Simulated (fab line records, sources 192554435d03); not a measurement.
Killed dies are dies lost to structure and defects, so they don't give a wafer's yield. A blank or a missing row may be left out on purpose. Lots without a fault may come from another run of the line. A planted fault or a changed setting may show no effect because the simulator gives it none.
fab line records	flow n5-finfet
[record] lots = 6	wafers = 18	last-day = 18
route steps=1938 shown BEOL_M10@1488
lots that met no fault: taken from a fault-free run of the same line
start-h: hours from the record's opening day to when the first of the lot's shown wafers began	wait-h: hours from the lot's prior step to this one	" same as the row above	L1.1+2: several wafers, shown together as one row	- no value present, or no start provided	* or withheld: withheld	< > ~ a bound
route shown NAME@n: a module of which the file shows steps, and the number in the route of the first	usual: mean and standard deviation over wafers with no fault	same: alike in all rows	chamber/n: place in a boat	sites: readings site by site	_std_site: standard deviation across them	_edge_site: mean of outer sites minus mean of inner sites	radius-mm: for every site, how far away it sits from the centre of the wafer	mask NAME#n: copy n	behind: the most recent tool/chamber to have shaped the wafer	hold: what put the lot on hold/how long, in hours/how the hold closed	device: names the non-switching transistor (n, p or np)	end of line: at the end of the route, the tests of the same wafers	for a step that has no rows: nothing shown but its recipe	killed: dies lost to structure and defects at the first sort, not the wafer's yield	map: shows each die of a wafer: x if killed, . if not, _ if none is there
set.NAME: setting as actually run; set.NAME@STEP: the setting as run at that earlier step	model.NAME: the simulator's own value behind a step, which no gauge read
certain route steps with their lots: each step a table, each wafer a row
services: the hour from which a tool's chamber was out of use, counted from the record's first day as start-h (under 0 if before that day), plus the number of hours and why
[[steps]]
[step N5_BEOL_M10_ETCH_62]
[recipe] chemistry = N2/H2	target = SOC	target-depth-a = 1100	overetch-a = 220	mask-material = SiARC	temp-c = 40	time-s = 165	ion-energy-ev = 200	pressure-mtorr = 30	source-w = 840	bias-w = 150	n2-flow-sccm = 200	h2-flow-sccm = 200
[usual] drypump-motor-current-A = 6.0/0.59	oes-product-au = 0.68/0.078	rf-vpp-V = 524.9/2.6	showerhead-plenum-p-Torr = 2.58/0.091	throttle-valve-pct = 17.74/0.24
lot.wafer	tool	chamber	start-h	wait-h	drypump-motor-current-A	oes-product-au	rf-hours-counter-h	rf-vpp-V	showerhead-plenum-p-Torr	throttle-valve-pct
L837.2	rie-diel-01	1	281.18	0.0	6.1	0.66	129	526.8	2.66	17.96
L837.5	"	3	"	"	5.1	0.68	-	521.5	2.47	17.54
L837.6	"	2	"	"	4.9	0.59	-	521.2	2.42	17.98
L843.1	rie-diel-02	2	297.16	0.0	5.7	0.65	126	523.8	2.56	18.06
L843.2	"	1	"	"	6.5	0.73	61	528.7	2.69	17.53
L843.6	"	0	"	"	6.2	0.58	-	525.3	2.60	17.58
L844.2	rie-diel-01	0	317.05	0.0	6.8	0.59	217	523.1	2.50	17.85
L844.3	"	3	"	"	5.1	0.67	100	521.1	2.47	17.58
L844.6	"	1	"	"	6.1	0.64	-	526.6	2.66	17.99
L846.2	rie-diel-01	1	325.94	0.0	6.1	0.65	147	526.8	2.66	18.01
L846.4	"	3	"	"	5.1	0.66	103	521.3	2.47	17.57
L846.6	"	2	"	"	4.9	0.58	-	520.0	2.41	18.01
L854.1	rie-diel-02	0	368.78	0.0	6.3	0.80	8	527.7	2.60	17.10
L854.2	"	3	"	"	6.0	0.70	92	529.1	2.67	17.78
L854.3	"	1	"	"	6.5	0.70	88	528.9	2.68	17.57
L853.1	rie-diel-05	2	369.34	0.0	5.6	0.82	1	525.6	2.60	17.74
L853.3	"	3	"	"	6.2	0.75	46	529.1	2.69	17.56
L853.5	"	1	"	"	6.5	0.76	-	523.3	2.50	17.21
[step N5_BEOL_M10_STRIP_68]
[recipe] chemistry = N2/H2	temp-c = 40	n2-flow-sccm = 200	h2-flow-sccm = 200	rf-frequency-hz = 6e+07
[step N5_BEOL_M10_STRIP_67]
[recipe] chemistry = CF4	resist = SiARC	power-w = 300	bias-power-w = 75	pressure-mtorr = 50	cf4-flow-sccm = 150	rf-frequency-hz = 6e+07
[usual] drypump-motor-current-A = 6.0/0.59	oes-product-au = 0.80/0.093	rf-vpp-V = 271.6/1.6	showerhead-plenum-p-Torr = 1.82/0.065	throttle-valve-pct = 13.50/0.22
lot.wafer	tool	chamber	start-h	wait-h	drypump-motor-current-A	oes-product-au	rf-hours-counter-h	rf-vpp-V	showerhead-plenum-p-Torr	throttle-valve-pct
L837.2	rie-diel-01	1	281.32	0.0	6.2	0.78	129	272.0	1.87	13.57
L837.5	"	3	"	"	5.1	0.81	-	270.0	1.75	13.40
L837.6	"	2	"	"	4.9	0.69	-	268.0	1.70	13.65
L843.1	rie-diel-02	2	297.31	0.0	5.7	0.77	126	270.6	1.79	13.58
L843.2	"	1	"	"	6.5	0.85	61	273.9	1.90	13.32
L843.6	"	0	"	"	6.2	0.68	-	271.3	1.85	13.53
L844.2	rie-diel-01	0	317.20	0.0	6.8	0.71	217	272.9	1.78	13.81
L844.3	"	3	"	"	5.1	0.79	100	270.3	1.75	13.42
L844.6	"	1	"	"	6.1	0.77	-	273.2	1.86	13.60
L846.2	rie-diel-01	1	326.09	0.0	6.2	0.76	147	272.2	1.86	13.60
L846.4	"	3	"	"	5.1	0.79	103	271.5	1.75	13.41
L846.6	"	2	"	"	4.9	0.68	-	270.4	1.70	13.70
L854.1	rie-diel-02	0	368.92	0.0	6.2	0.94	8	271.8	1.85	12.98
L854.2	"	3	"	"	6.0	0.82	92	274.2	1.90	13.71
L854.3	"	1	"	"	6.5	0.83	88	273.7	1.90	13.39
L853.1	rie-diel-05	2	369.48	0.0	5.6	0.96	1	271.2	1.83	13.33
L853.3	"	3	"	"	6.2	0.87	46	274.5	1.90	13.26
L853.5	"	1	"	"	6.5	0.90	-	268.3	1.75	12.91
[step N5_BEOL_M10_HM_OPEN_17]
[recipe] chemistry = Cl2/BCl3	target-depth-a = 200	overetch-a = 60	target = TiN	mask-material = SOC	ion-energy-ev = 150	pressure-mtorr = 10	icp-w = 1000	bias-w = 126	Cl2_flow_sccm = 53.25	bcl3-flow-sccm = 21.75	Ar_flow_sccm = 25
[usual] drypump-motor-current-A = 5.6/0.4	oes-product-au = 0.66/0.065	throttle-valve-pct = 22.05/0.2
lot.wafer	tool	chamber	start-h	wait-h	drypump-motor-current-A	oes-product-au	rf-hours-counter-h	throttle-valve-pct
L837.2	rie-metal-03	0	281.36	0.0	6.0	0.59	77	22.19
L837.5	"	1	"	"	4.9	0.73	-	22.23
L837.6	"	0	"	"	6.0	0.60	-	22.18
L843.1	rie-metal-02	0	297.35	0.0	5.2	0.75	11	22.05
L843.2	"	1	"	"	5.5	0.70	20	22.19
L843.6	"	0	"	"	5.2	0.74	-	22.05
L844.2	rie-metal-02	0	317.24	0.0	5.2	0.73	13	22.05
L844.3	"	0	"	"	5.2	0.73	-	22.07
L844.6	"	1	"	"	5.5	0.70	-	22.20
L846.2	rie-metal-01	0	326.13	0.0	5.9	0.63	51	21.69
L846.4	"	1	"	"	5.8	0.56	-	22.04
L846.6	"	0	"	"	5.9	0.64	-	21.66
L854.1	rie-metal-01	0	368.96	0.0	5.9	0.62	57	21.68
L854.2	"	0	"	"	5.9	0.62	-	21.69
L854.3	"	0	"	"	6.0	0.63	-	21.68
L853.1	rie-metal-02	0	369.52	0.0	5.2	0.71	19	22.07
L853.3	"	0	"	"	5.2	0.70	-	22.09
L853.5	"	0	"	"	5.2	0.70	-	22.09
[step N5_BEOL_M10_STRIP_19]
[recipe] chemistry = O2	power-w = 400	temp-c = 40	pressure-mtorr = 30	rf-frequency-hz = 6e+07	bias-power-w = 0	overash-fraction = 0.2	o2-flow-sccm = 225
[usual] drypump-motor-current-A = 5.9/0.58	oes-product-au = 0.80/0.097	rf-vpp-V = 3.6/0.61	showerhead-plenum-p-Torr = 2.13/0.084	throttle-valve-pct = 16.60/0.26
lot.wafer	tool	chamber	start-h	wait-h	drypump-motor-current-A	oes-product-au	rf-hours-counter-h	rf-vpp-V	showerhead-plenum-p-Torr	throttle-valve-pct
L837.2	rie-diel-02	2	281.55	0.2	5.6	0.78	120	3.7	2.10	16.64
L837.5	"	3	"	"	6.0	0.87	-	3.3	2.23	16.81
L837.6	"	2	"	"	5.6	0.77	-	3.9	2.10	16.66
L843.1	rie-diel-05	0	297.51	0.1	5.6	0.92	29	2.2	2.15	16.67
L843.2	"	3	"	"	6.2	0.93	17	3.3	2.25	16.41
L843.6	"	3	"	"	6.2	0.92	-	2.9	2.25	16.41
L844.2	rie-diel-05	3	317.41	0.1	6.2	0.89	28	3.7	2.25	16.43
L844.3	"	0	"	"	5.6	0.91	40	3.4	2.15	16.70
L844.6	"	3	"	"	6.2	0.90	-	3.4	2.25	16.43
L846.2	rie-diel-01	3	326.24	0.1	5.1	0.78	103	3.7	2.01	16.35
L846.4	"	0	"	"	6.8	0.69	221	3.4	2.07	16.82
L846.6	"	3	"	"	5.1	0.78	-	3.9	2.01	16.35
L854.1	rie-diel-05	2	369.18	0.2	5.6	0.98	1	3.4	2.15	16.54
L854.2	"	1	"	"	6.5	0.91	17	2.6	2.04	15.92
L854.3	"	3	"	"	6.2	0.87	46	4.0	2.24	16.47
L853.1	rie-diel-02	2	369.70	0.1	5.6	0.74	148	3.3	2.09	16.69
L853.3	"	1	"	"	6.5	0.83	88	4.6	2.19	16.35
L853.5	"	0	"	"	6.2	0.91	-	2.9	2.14	15.96
[step N5_BEOL_M10_CD_MEAS_18]
[recipe] pitch-nm = 140	target-cd-nm = 70
[usual] cd-nm = 69.8/0.75
lot.wafer	tool	chamber	start-h	wait-h	cd-nm
L837.2	cd-sem-03	-	281.62	0.1	69.2
L837.5	"	-	"	"	69.4
L837.6	"	-	"	"	70.5
L843.1	cd-sem-02	-	297.58	0.0	68.7
L843.2	"	-	"	"	69.0
L843.6	"	-	"	"	68.0
L844.2	cd-sem-01	-	317.49	0.1	70.0
L844.3	"	-	"	"	70.0
L844.6	"	-	"	"	70.4
L846.2	cd-sem-02	-	326.31	0.1	70.5
L846.4	"	-	"	"	69.4
L846.6	"	-	"	"	69.4
L854.1	cd-sem-03	-	369.25	0.0	69.5
L854.2	"	-	"	"	71.0
L854.3	"	-	"	"	69.9
L853.1	cd-sem-03	-	369.77	0.0	68.5
L853.3	"	-	"	"	69.6
L853.5	"	-	"	"	70.4
[step N5_BEOL_M10_COAT_63]
[recipe] resist = SOC	temp-c = 250	time-s = 60	spin-rpm = 1500	resist-thk-nm = 100
[step N5_BEOL_M10_COAT_64]
[recipe] resist = SiARC	temp-c = 220	time-s = 60	spin-rpm = 1500	resist-thk-nm = 30
[step N5_BEOL_M10_COAT_22]
[recipe] resist = CAR-ArF	spin-rpm = 1500	resist-thk-nm = 90
[step N5_BEOL_M10_EBR_24]
[recipe] solvent = PGMEA	ebr-width-mm = 1.5
[step N5_BEOL_M10_SOFTBAKE_23]
[recipe] temp-c = 110	time-s = 60	resist = CAR-ArF
[step N5_BEOL_M10_EXPOSE_25]
[recipe] mask-id = V9	na = 1.35	source-shape = annular	sigma-inner = 0.5	sigma-outer = 0.8	polarization = unpolarized	dose-mj = 85.5
[step N5_BEOL_M10_PEB_26]
[recipe] peb-temp-c = withheld	peb-time-s = 60	resist = CAR-ArF
lot.wafer	tool	chamber	start-h	wait-h
L837.2+5+6	litho-track-05	0	282.88	0.1
L843.1+2+6	litho-track-01	0	299.69	0.1
L844.2+3+6	litho-track-01	0	318.62	0.1
L846.2+4+6	litho-track-01	0	330.46	0.1
L854.1+2+3	litho-track-05	0	369.86	0.1
L853.1+3+5	litho-track-05	0	370.12	0.1
[step N5_BEOL_M10_DEVELOP_27]
[recipe] develop-time-s = 30	developer = TMAH	resist = CAR-ArF	rinse-liquid = diw	dry = air-spin	dev-temp-c = 23
[step N5_BEOL_M10_CD_MEAS_28]
[recipe] target-cd-nm = 70	landing-energy-ev = 500	detector = se-inlens	polarity = opening
[usual] cd-nm = 70.2/0.85
lot.wafer	tool	chamber	start-h	wait-h	cd-nm
L837.2	cd-sem-02	0	282.94	-	70.6
L837.5	"	0	"	"	70.8
L837.6	"	0	"	"	70.6
L843.1	cd-sem-03	0	299.76	-	69.4
L843.2	"	0	"	"	70.0
L843.6	"	0	"	"	68.2
L844.2	cd-sem-03	0	318.69	-	73.4
L844.3	"	0	"	"	69.2
L844.6	"	0	"	"	69.4
L846.2	cd-sem-03	0	330.53	-	73.2
L846.4	"	0	"	"	74.0
L846.6	"	0	"	"	68.9
L854.1	cd-sem-02	0	369.93	-	69.5
L854.2	"	0	"	"	69.6
L854.3	"	0	"	"	70.3
L853.1	cd-sem-02	0	370.18	-	70.5
L853.3	"	0	"	"	70.5
L853.5	"	0	"	"	70.7
[step N5_BEOL_M10_OVL_MEAS_29]
[recipe] points-per-wafer = 44
[usual] V9_OVL = 0.3/0.67
lot.wafer	tool	chamber	start-h	wait-h	V9_OVL[nm]
L837.2	overlay-02	0	282.97	0.0	0.7
L837.5	"	0	"	"	1.0
L837.6	"	0	"	"	0.6
L843.1	overlay-02	0	299.79	0.0	-0.2
L843.2	"	0	"	"	0.1
L843.6	"	0	"	"	0.2
L844.2	overlay-01	0	318.72	0.0	-0.3
L844.3	"	0	"	"	0.2
L844.6	"	0	"	"	0.3
L846.2	overlay-01	0	330.56	0.0	0.4
L846.4	"	0	"	"	0.3
L846.6	"	0	"	"	0.3
L854.1	overlay-02	0	369.96	0.0	0.3
L854.2	"	0	"	"	0.1
L854.3	"	0	"	"	-0.7
L853.1	overlay-01	0	370.21	0.0	-1.0
L853.3	"	0	"	"	-1.6
L853.5	"	0	"	"	-0.3
[[services]]
tool	chamber	start-h	hours	kind
rie-diel-05	1	297.02	-	clean
rie-diel-05	1	297.02	-	consumable-replace:focus-ring
rie-diel-05	1	297.02	22.1	scheduled-down
rie-diel-05	1	297.02	22.1	vent-cycle
rie-diel-02	2	306.72	4.8	repair
rie-diel-02	0	313.32	-	clean
rie-diel-02	0	313.32	-	consumable-replace:focus-ring
rie-diel-02	0	313.32	30.2	scheduled-down
rie-diel-02	0	313.32	30.2	vent-cycle
rie-diel-02	3	317.48	4.5	repair
rie-diel-02	3	329.20	11.3	repair
rie-diel-02	2	332.84	7.0	repair
rie-metal-03	0	338.21	3.2	repair
rie-diel-01	3	344.13	12.7	repair
rie-diel-05	2	350.55	-	clean
rie-diel-05	2	350.55	-	consumable-replace:focus-ring
rie-diel-05	2	350.55	14.7	scheduled-down
rie-diel-05	2	350.55	14.7	vent-cycle
rie-diel-01	2	357.00	-	clean
rie-diel-01	2	357.00	-	consumable-replace:focus-ring
rie-diel-01	2	357.00	-	consumable-replace:showerhead
rie-diel-01	2	357.00	21.3	scheduled-down
rie-diel-01	2	357.00	21.3	vent-cycle
rie-metal-01	1	360.39	-	clean
[[key]]
[first-sign] step = N5_BEOL_M10_CD_MEAS_28	reading = cd-nm	direction = up	sigmas = 3.9	usual = 70.2	struck = 73.5
effect none on later readings
met-at N5_BEOL_M10_PEB_26
struck-wafers L844.2,L846.2,L846.4
onset-between 299.69 318.62
[fault] kind = process-parameter-drift	tool = litho-track-01	chamber = -	onset-h = 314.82	steps = N5_BEOL_M10_PEB_26	channel = peb-time-s	offset = *	shape = step	end-h = 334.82	scope = struck-wafers-only	acts-in = *	stated = *
